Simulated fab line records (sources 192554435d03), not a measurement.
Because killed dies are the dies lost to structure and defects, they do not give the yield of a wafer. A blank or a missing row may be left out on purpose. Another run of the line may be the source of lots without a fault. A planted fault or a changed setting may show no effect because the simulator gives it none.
A single fault, viewed from 2 desks    flow n5_finfet    numbers are kept per desk, each desk with only its own; the story behind them comes last

== THE DEFECT DESK ==
Counts from the inspections along the route, per lot, as means over the sampled wafers that have a number. If a lot's mean is further than 4 standard deviations from the usual mean, the lot is out of limits and carries the mark OUT (the distance appears in the brackets).
Columns: A = raw_defect_count at N5_BEOL_M15_INSPECT_12, usual 2.0; B = raw_defect_count at N5_BEOL_M15_INSPECT_30, usual 1.7
lot   first seen here  A               B
L712  day 14 00:37     1.7             2.7
L724  day 17 00:53     19.3 (+12) OUT  18.0 (+12) OUT
L729  day 18 14:04     1.3             2.7
Finding of this desk: L724 out of limits; the first was L724 at day 17 00:53, on raw_defect_count at N5_BEOL_M15_INSPECT_12. Within limits: L712, L729.

== THE TOOL OWNER'S DESK: pecvd-03 ==
The tool's own readings at N5_BEOL_M15_ILD_DEP_00 (deposits SiO2 from TEOS/O2, target thk 1629.3 nm, time 346.1 s): means of the sampled wafers that have a number, for each lot that ran on this tool. If a lot's mean is further than 4 standard deviations from the usual mean, the lot is out of limits and carries the mark OUT (the distance appears in the brackets).
Columns: A = heater_power_outer_w at N5_BEOL_M15_ILD_DEP_00, usual 306 W; B = heater_power_w at N5_BEOL_M15_ILD_DEP_00, usual 539 W; C = showerhead_plenum_p_Torr at N5_BEOL_M15_ILD_DEP_00, usual 8.33 Torr; D = throttle_valve_pct at N5_BEOL_M15_ILD_DEP_00, usual 18.0 %
lot   first seen here  A    B    C     D
L712  day 13 23:53     289  501  8.37  18.1
L724  day 17 00:09     308  550  8.39  18.2
Finding of this desk: none of the 2 lots has anything out of limits.

== PUT TOGETHER ==
The defect desk could have raised an alarm at day 17 00:53, on L724.
The desk of the tool owner found nothing out of limits.
On record at the tool owner's desk: L724, within its limits.
N5_BEOL_M15_ILD_DEP_00 was run on pecvd-03 by each of the lots named.

== WHAT THE SIMULATOR PUT IN ==
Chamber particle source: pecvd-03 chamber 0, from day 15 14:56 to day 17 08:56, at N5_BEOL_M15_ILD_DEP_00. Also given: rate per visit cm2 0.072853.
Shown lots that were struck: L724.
Hours from the fault's start to each desk's first reading out of limits: the defect desk, 34.
